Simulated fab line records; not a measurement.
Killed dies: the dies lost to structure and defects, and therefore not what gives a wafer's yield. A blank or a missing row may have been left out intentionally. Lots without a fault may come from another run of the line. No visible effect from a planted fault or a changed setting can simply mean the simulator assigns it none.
Comparing a struck lot with a sound one    flow n5-finfet    15 steps out of a route of 1938
Sound: the wafers L919.3, L919.5, L919.6. Wafers L936.2, L936.5, L936.6 were the ones struck. The cause comes at the end.
For every step that has rows: the tool of each side, followed by ch and its chambers, followed by its first start. Under that, the readings that differ: sound wafers    struck wafers    difference of the means    sigmas: that difference in standard deviations of wafers without a fault.
alike: same words and numbers on both sides, and readings whose means sit less than 2 such deviations apart. not compared: any withheld reading, any reading some wafer has no value for, any bound like >300 that may hide the same value, and any number with overlapping values for which the record gives no deviation.
A row with sigmas, a row that says differs or no value, or rows on one side alone: a step with any of these is where the two part. Non-overlapping numbers with no deviation appear without sigmas and do not part them. A reading that every wafer of one side lacks parts them only if that side has two wafers or more.

first, 8 steps without rows for these wafers: N5_BEOL_M13_COAT_66 (time 60 s, resist thk 110 nm); N5_BEOL_M13_COAT_22 (resist thk 300 nm); N5_BEOL_M13_EBR_24; N5_BEOL_M13_SOFTBAKE_23 (time 60 s); N5_BEOL_M13_EXPOSE_25 (exposes mask M13, target cd 210 nm); N5_BEOL_M13_PEB_26 (peb time 90 s); N5_BEOL_M13_DEVELOP_27 (develop time 45 s); N5_BEOL_M13_HARDBAKE_32 (time 120 s).
N5_BEOL_M13_CD_MEAS_28: the cd target is 209.5 nm.
  sound on cd-sem-01 ch 0, day 11 20:59; struck on cd-sem-01 ch 0, day 15 04:56
  alike: cd-nm
N5_BEOL_M13_OVL_MEAS_29:
  sound on overlay-02 ch 0, day 11 21:00; struck on overlay-01 ch 0, day 15 04:58
  alike: M13_OVL
N5_BEOL_M13_INSPECT_30: inspects for defects (macro).
  struck on defect-inspect-01, day 15 04:59; sound on defect-inspect-01, day 11 21:02
  alike: raw-defect-count
N5_BEOL_M13_DESCUM_33: chemistry O2, time 7.9 s.
  sound on rie-diel-02 ch 0,1,2, day 11 21:08; struck on rie-diel-02 ch 0,3, day 15 05:01
  alike: drypump-motor-current-A, oes-product-au, rf-vpp-V, showerhead-plenum-p-Torr, throttle-valve-pct
  not compared: rf-hours-counter-h
N5_BEOL_M13_ETCH_67: etches SiARC in CF4, target depth 143 nm, time 238.3 s.
  sound on rie-diel-02 ch 0,1,2, day 11 21:10; struck on rie-diel-02 ch 0,3, day 15 05:03
reading                          sound               struck                difference  sigmas
cf4-flow-sccm (sccm)             100.07 99.57 99.98  130.47 130.22 130.44  +30.50      +99 or more
showerhead-plenum-p-Torr (Torr)  2.09 1.98 2.14      2.33 2.38 2.33        +0.28       +4
throttle-valve-pct (%)           15.10 15.28 15.86   17.09 16.32 17.08     +1.42       +5
  alike: drypump-motor-current-A, etch-rf-on-time-s, mfc-ar-sccm, oes-product-au, rf-vpp-V
  not compared: rf-hours-counter-h
N5_BEOL_M13_ETCH_68: etches SOC in N2/H2, time 355 s.
  sound on rie-diel-02 ch 0,1,2, day 11 21:19; struck on rie-diel-02 ch 0,3, day 15 05:12
  alike: drypump-motor-current-A, oes-product-au, rf-vpp-V, showerhead-plenum-p-Torr, throttle-valve-pct
  not compared: rf-hours-counter-h
N5_PASSIVATION_PROBE_49:
  struck on prober-01, day 16 12:04; sound on prober-02, day 13 11:40
  alike: defect-limited-yield, killed_at_M0_to_M3, killed_at_M4_up, killed-at-contacts, killed-at-front-end, killed-at-other, killed-dies, killed-open, killed-short, sort_bin_5_function, sort_bin_6_memory, sort-n-pass, sort-yield-pct

## WHERE THEY PART
Only at N5_BEOL_M13_ETCH_67, within this record. Later steps at which nothing parts them and some readings are alike: N5_BEOL_M13_ETCH_68, N5_PASSIVATION_PROBE_49.

WHY: what had been put in by the simulator
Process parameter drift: rie-diel-02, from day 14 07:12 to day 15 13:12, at N5_BEOL_M13_ETCH_67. A move of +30 in setting cf4-flow-sccm, from 100. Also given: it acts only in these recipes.
